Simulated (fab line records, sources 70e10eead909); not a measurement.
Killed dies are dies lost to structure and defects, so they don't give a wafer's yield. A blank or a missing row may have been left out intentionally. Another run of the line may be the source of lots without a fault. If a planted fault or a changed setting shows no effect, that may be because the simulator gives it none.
Chamber matching	flow nand harc	4 sister chambers for NHARC_A_CHANNEL_FILL_D1_ALD_02 on ald hk-04
The step deposits SiO2, target thk 6 nm, pulse time 10 s, ald cycles 60. 4 wafers are shown with their chamber, then 7 later ones without.

== EACH WAFER AND ITS CHAMBER ==
wafer	chamber	heater power w (W)
L086.3	3	381
L086.5	0	479
L089.1	1	488
L089.4	2	423

== WAFERS WITHOUT THEIR CHAMBER ==
wafer	heater power w (W)
L089.5	478
L094.1	377
L094.4	414
L094.5	427
L097.1	392
L097.3	416
L097.6	479

== WHICH CHAMBER EACH WENT THROUGH ==
wafer	from the rows above	in truth
L089.5	can't be placed: 0 or 1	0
L094.1	3	3
L094.4	2	2
L094.5	2	2
L097.1	3	3
L097.3	2	2
L097.6	can't be placed: 0 or 1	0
Placed correctly: 5 of 7. Not placeable from these rows: 2 (in 2, the candidates include the true chamber). Number placed wrongly: 0.
How it was worked out, from the rows above alone: a wafer's distance from a chamber is the root of the sum, over the readings, of the square of ((its reading less the chamber's mean) divided by the reading's scatter). If the next closest chamber is less than 2 further off than the closest, the wafer can't be placed; otherwise it belongs to the closest. For every chamber, the mean is computed from those of its wafers that are shown. The scatter: with one shown wafer a chamber, the root of the mean of the squares of how far each hidden wafer lies from its nearest shown one.
